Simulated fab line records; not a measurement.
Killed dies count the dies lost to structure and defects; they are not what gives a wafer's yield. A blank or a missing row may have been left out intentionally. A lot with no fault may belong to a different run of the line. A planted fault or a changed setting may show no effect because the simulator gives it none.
2 desks looking at one fault :: flow n5-finfet :: every desk sees just its own numbers, and what lay behind them comes last

THE DEFECT DESK
For each lot, the counts of the inspections along the route, averaged over the sampled wafers that have a number. Any lot whose mean is over 4 standard deviations away from the usual mean is out of limits and marked OUT; that distance is given in the brackets.
Columns: A = raw-defect-count at N5_BEOL_M7_INSPECT_13, usual 381
lot: L314
first seen here: day 8 16:37
A: 272

lot: L315
first seen here: day 9 01:42
A: 316

lot: L317
first seen here: day 9 17:25
A: 359

lot: L318
first seen here: day 10 04:28
A: 334

lot: L319
first seen here: day 10 04:51
A: 344

lot: L320
first seen here: day 10 10:37
A: 332

lot: L323
first seen here: day 10 21:10
A: 378

lot: L321
first seen here: day 10 21:20
A: 331

lot: L324
first seen here: day 11 12:26
A: 572

lot: L325
first seen here: day 11 17:16
A: 425

lot: L329
first seen here: day 12 14:10
A: 352

lot: L335
first seen here: day 14 12:16
A: 509

lot: L337
first seen here: day 15 11:08
A: 226
This desk's finding: nothing out of limits on any of the 13 lots.

TOOL OWNER'S DESK, litho-track-02
The tool's own readings at N5_BEOL_M7_COAT_05 (resist thk 90 nm): means of the sampled wafers that have a number, for each lot that ran on this tool. Any lot whose mean is over 4 standard deviations away from the usual mean is out of limits and marked OUT; that distance is given in the brackets.
Columns: A = spin-speed-rpm at N5_BEOL_M7_COAT_05, usual 1499.9 rpm
lot: L314
first seen here: day 8 16:19
A: 1500.8

lot: L318
first seen here: day 10 04:03
A: 1499.4

lot: L323
first seen here: day 10 20:45
A: 1500.0

lot: L324
first seen here: day 11 12:01
A: 1728.5 (+99 or more) OUT

lot: L325
first seen here: day 11 16:49
A: 1729.5 (+99 or more) OUT

lot: L337
first seen here: day 15 10:50
A: 1500.2
This desk finds L324, L325 out of limits, L324 being first, at day 11 12:01 (spin-speed-rpm at N5_BEOL_M7_COAT_05). L314, L318, L323, L337 stayed within limits.

ALL TOGETHER
The tool owner's desk had the chance to raise an alarm at day 11 12:01 on L324, L325.
No out-of-limits result turned up at the defect desk.
The defect desk has L324, L325 on record, within its limits.
On litho-track-02, each named lot ran N5_BEOL_M7_COAT_05.

WHAT WAS PUT IN BY THE SIMULATOR
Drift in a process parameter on litho-track-02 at N5_BEOL_M7_COAT_05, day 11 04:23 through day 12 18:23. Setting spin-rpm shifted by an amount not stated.
Struck lots among those shown: L324, L325.
Time in hours from fault onset to the first out-of-limits reading at each desk: the tool owner's desk, 8.
